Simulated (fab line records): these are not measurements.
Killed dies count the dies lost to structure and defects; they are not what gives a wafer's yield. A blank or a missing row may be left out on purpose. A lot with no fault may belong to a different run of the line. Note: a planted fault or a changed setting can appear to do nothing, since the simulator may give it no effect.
Split-lot study :: flow n5-finfet :: 7 lots, 39 wafers read, on a route of 1938 steps

ON THE SPLIT
At N5_BEOL_M9_ALD_74 (deposits TaN, target thk 2 nm, pulse time 2 s, purge time 3 s), the setting ald-cycles was moved away from the recipe's 40 on 9 of the 39 wafers read, by -52.5% to +52.5%. This setting was run at the recipe's value on the other wafers.

The reading is taken at the split's own step.

THE READING
TaN_of_BEOL_M9_ALD_74.thk-nm (the simulator's own value, which no gauge read), in nm, at N5_BEOL_M9_ALD_74 (deposits TaN, target thk 2 nm, pulse time 2 s, purge time 3 s). The file gives no usual value for it.

wafer: L076.1
tool, chamber at the split: ald-metal-01, 0,2,1
ald-cycles as run: 40
against the recipe: recipe
TaN_of_BEOL_M9_ALD_74.thk-nm, nm: 2
against lot-mates on the recipe: -

wafer: L076.2
tool, chamber at the split: ald-metal-01, 0,2,1
ald-cycles as run: 40
against the recipe: recipe
TaN_of_BEOL_M9_ALD_74.thk-nm, nm: 2
against lot-mates on the recipe: -

wafer: L076.5
tool, chamber at the split: ald-metal-01, 0,2,1
ald-cycles as run: 40
against the recipe: recipe
TaN_of_BEOL_M9_ALD_74.thk-nm, nm: 2
against lot-mates on the recipe: -

wafer: L076.3
tool, chamber at the split: ald-metal-01, 3,1,0
ald-cycles as run: 61
against the recipe: +52.5%
TaN_of_BEOL_M9_ALD_74.thk-nm, nm: 3
against lot-mates on the recipe: +1.0

wafer: L076.4
tool, chamber at the split: ald-metal-01, 3,1,0
ald-cycles as run: 61
against the recipe: +52.5%
TaN_of_BEOL_M9_ALD_74.thk-nm, nm: 3
against lot-mates on the recipe: +1.0

wafer: L076.6
tool, chamber at the split: ald-metal-01, 3,1,0
ald-cycles as run: 61
against the recipe: +52.5%
TaN_of_BEOL_M9_ALD_74.thk-nm, nm: 3
against lot-mates on the recipe: +1.0

wafer: L081.1
tool, chamber at the split: ald-metal-01, 0,2,1,3,0,3
ald-cycles as run: 40
against the recipe: recipe
TaN_of_BEOL_M9_ALD_74.thk-nm, nm: 2
against lot-mates on the recipe: -

wafer: L081.2
tool, chamber at the split: ald-metal-01, 0,2,1,3,0,3
ald-cycles as run: 40
against the recipe: recipe
TaN_of_BEOL_M9_ALD_74.thk-nm, nm: 2
against lot-mates on the recipe: -

wafer: L081.3
tool, chamber at the split: ald-metal-01, 0,2,1,3,0,3
ald-cycles as run: 40
against the recipe: recipe
TaN_of_BEOL_M9_ALD_74.thk-nm, nm: 2
against lot-mates on the recipe: -

wafer: L081.4
tool, chamber at the split: ald-metal-01, 0,2,1,3,0,3
ald-cycles as run: 40
against the recipe: recipe
TaN_of_BEOL_M9_ALD_74.thk-nm, nm: 2
against lot-mates on the recipe: -

wafer: L081.5
tool, chamber at the split: ald-metal-01, 0,2,1,3,0,3
ald-cycles as run: 40
against the recipe: recipe
TaN_of_BEOL_M9_ALD_74.thk-nm, nm: 2
against lot-mates on the recipe: -

wafer: L081.6
tool, chamber at the split: ald-metal-01, 0,2,1,3,0,3
ald-cycles as run: 40
against the recipe: recipe
TaN_of_BEOL_M9_ALD_74.thk-nm, nm: 2
against lot-mates on the recipe: -

wafer: L084.1
tool, chamber at the split: ald-metal-01, 2,0,1,3,3,0
ald-cycles as run: 40
against the recipe: recipe
TaN_of_BEOL_M9_ALD_74.thk-nm, nm: 2
against lot-mates on the recipe: -

wafer: L084.2
tool, chamber at the split: ald-metal-01, 2,0,1,3,3,0
ald-cycles as run: 40
against the recipe: recipe
TaN_of_BEOL_M9_ALD_74.thk-nm, nm: 2
against lot-mates on the recipe: -

wafer: L084.3
tool, chamber at the split: ald-metal-01, 2,0,1,3,3,0
ald-cycles as run: 40
against the recipe: recipe
TaN_of_BEOL_M9_ALD_74.thk-nm, nm: 2
against lot-mates on the recipe: -

wafer: L084.4
tool, chamber at the split: ald-metal-01, 2,0,1,3,3,0
ald-cycles as run: 40
against the recipe: recipe
TaN_of_BEOL_M9_ALD_74.thk-nm, nm: 2
against lot-mates on the recipe: -

wafer: L084.5
tool, chamber at the split: ald-metal-01, 2,0,1,3,3,0
ald-cycles as run: 40
against the recipe: recipe
TaN_of_BEOL_M9_ALD_74.thk-nm, nm: 2
against lot-mates on the recipe: -

wafer: L084.6
tool, chamber at the split: ald-metal-01, 2,0,1,3,3,0
ald-cycles as run: 40
against the recipe: recipe
TaN_of_BEOL_M9_ALD_74.thk-nm, nm: 2
against lot-mates on the recipe: -

wafer: L087.1
tool, chamber at the split: ald-metal-04, 3,2,0,1,3,0
ald-cycles as run: 40
against the recipe: recipe
TaN_of_BEOL_M9_ALD_74.thk-nm, nm: 2
against lot-mates on the recipe: -

wafer: L087.2
tool, chamber at the split: ald-metal-04, 3,2,0,1,3,0
ald-cycles as run: 40
against the recipe: recipe
TaN_of_BEOL_M9_ALD_74.thk-nm, nm: 2
against lot-mates on the recipe: -

wafer: L087.3
tool, chamber at the split: ald-metal-04, 3,2,0,1,3,0
ald-cycles as run: 40
against the recipe: recipe
TaN_of_BEOL_M9_ALD_74.thk-nm, nm: 2
against lot-mates on the recipe: -

wafer: L087.4
tool, chamber at the split: ald-metal-04, 3,2,0,1,3,0
ald-cycles as run: 40
against the recipe: recipe
TaN_of_BEOL_M9_ALD_74.thk-nm, nm: 2
against lot-mates on the recipe: -

wafer: L087.5
tool, chamber at the split: ald-metal-04, 3,2,0,1,3,0
ald-cycles as run: 40
against the recipe: recipe
TaN_of_BEOL_M9_ALD_74.thk-nm, nm: 2
against lot-mates on the recipe: -

wafer: L087.6
tool, chamber at the split: ald-metal-04, 3,2,0,1,3,0
ald-cycles as run: 40
against the recipe: recipe
TaN_of_BEOL_M9_ALD_74.thk-nm, nm: 2
against lot-mates on the recipe: -

wafer: L093.1
tool, chamber at the split: ald-metal-01, 0,0,1
ald-cycles as run: 19
against the recipe: -52.5%
TaN_of_BEOL_M9_ALD_74.thk-nm, nm: 1
against lot-mates on the recipe: -1.0

wafer: L093.4
tool, chamber at the split: ald-metal-01, 0,0,1
ald-cycles as run: 19
against the recipe: -52.5%
TaN_of_BEOL_M9_ALD_74.thk-nm, nm: 1
against lot-mates on the recipe: -1.0

wafer: L093.5
tool, chamber at the split: ald-metal-01, 0,0,1
ald-cycles as run: 19
against the recipe: -52.5%
TaN_of_BEOL_M9_ALD_74.thk-nm, nm: 1
against lot-mates on the recipe: -1.0

wafer: L093.2
tool, chamber at the split: ald-metal-01, 2,1,2
ald-cycles as run: 40
against the recipe: recipe
TaN_of_BEOL_M9_ALD_74.thk-nm, nm: 2
against lot-mates on the recipe: -

wafer: L093.3
tool, chamber at the split: ald-metal-01, 2,1,2
ald-cycles as run: 40
against the recipe: recipe
TaN_of_BEOL_M9_ALD_74.thk-nm, nm: 2
against lot-mates on the recipe: -

wafer: L093.6
tool, chamber at the split: ald-metal-01, 2,1,2
ald-cycles as run: 40
against the recipe: recipe
TaN_of_BEOL_M9_ALD_74.thk-nm, nm: 2
against lot-mates on the recipe: -

wafer: L096.1
tool, chamber at the split: ald-metal-03, 1,0,1
ald-cycles as run: 40
against the recipe: recipe
TaN_of_BEOL_M9_ALD_74.thk-nm, nm: 2
against lot-mates on the recipe: -

wafer: L096.2
tool, chamber at the split: ald-metal-03, 1,0,1
ald-cycles as run: 40
against the recipe: recipe
TaN_of_BEOL_M9_ALD_74.thk-nm, nm: 2
against lot-mates on the recipe: -

wafer: L096.5
tool, chamber at the split: ald-metal-03, 1,0,1
ald-cycles as run: 40
against the recipe: recipe
TaN_of_BEOL_M9_ALD_74.thk-nm, nm: 2
against lot-mates on the recipe: -

wafer: L096.3
tool, chamber at the split: ald-metal-03, 3,2,0
ald-cycles as run: 24
against the recipe: -40.0%
TaN_of_BEOL_M9_ALD_74.thk-nm, nm: 1.2
against lot-mates on the recipe: -0.8

wafer: L096.4
tool, chamber at the split: ald-metal-03, 3,2,0
ald-cycles as run: 24
against the recipe: -40.0%
TaN_of_BEOL_M9_ALD_74.thk-nm, nm: 1.2
against lot-mates on the recipe: -0.8

wafer: L096.6
tool, chamber at the split: ald-metal-03, 3,2,0
ald-cycles as run: 24
against the recipe: -40.0%
TaN_of_BEOL_M9_ALD_74.thk-nm, nm: 1.2
against lot-mates on the recipe: -0.8

wafer: L097.2
tool, chamber at the split: ald-metal-03, 1,3,3
ald-cycles as run: 40
against the recipe: recipe
TaN_of_BEOL_M9_ALD_74.thk-nm, nm: 2
against lot-mates on the recipe: -

wafer: L097.3
tool, chamber at the split: ald-metal-03, 1,3,3
ald-cycles as run: 40
against the recipe: recipe
TaN_of_BEOL_M9_ALD_74.thk-nm, nm: 2
against lot-mates on the recipe: -

wafer: L097.5
tool, chamber at the split: ald-metal-03, 1,3,3
ald-cycles as run: 40
against the recipe: recipe
TaN_of_BEOL_M9_ALD_74.thk-nm, nm: 2
against lot-mates on the recipe: -
Where a row lists several chambers, the file gives one row for several wafers and doesn't say which wafer went through which chamber.

FIT RESULTS
A straight line over all 39 wafers: TaN_of_BEOL_M9_ALD_74.thk-nm changes by +0.0192 nm for each +1% of ald-cycles; r = +1.00; the points scatter about the line by 0.0093 nm.
The same after taking each lot's own level away (the mean of its wafers on the recipe; 39 wafers): +0.0192 nm for each +1%; r = +1.00; scatter 0.0093 nm.
Per that fit: largest ald-cycles move, reading shift of 1 nm.
The lots' own levels span 2.00 to 2.00 nm.
So the lot-to-lot level changes the slope little: the two slopes agree.
Check: for one of the wafers moved furthest among these (-52.5%), held out of the fit, the line's prediction against its lot-mates is -1.02 nm. Against them it came out at -1 nm.

OTHER SPLITS APPLIED TO THESE WAFERS
These wafers also went through other splits before the reading. Each is held against what the fit with the lots' levels taken away leaves over:
other split on the same wafers: N5_BEOL_M3_TRENCH_ETCH_37 target-depth-a
wafers away from the commonest value: 12
r with TaN_of_BEOL_M9_ALD_74.thk-nm (lot level and that fit taken away): +0.19

other split on the same wafers: N5_BEOL_M9_HM_DEP_02 target-thk-a
wafers away from the commonest value: 12
r with TaN_of_BEOL_M9_ALD_74.thk-nm (lot level and that fit taken away): -0.46

THE FILE'S OWN FIT
TaN_of_BEOL_M9_ALD_74.thk-nm changes by +0.0193 nm for each +1% of ald-cycles, r = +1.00.
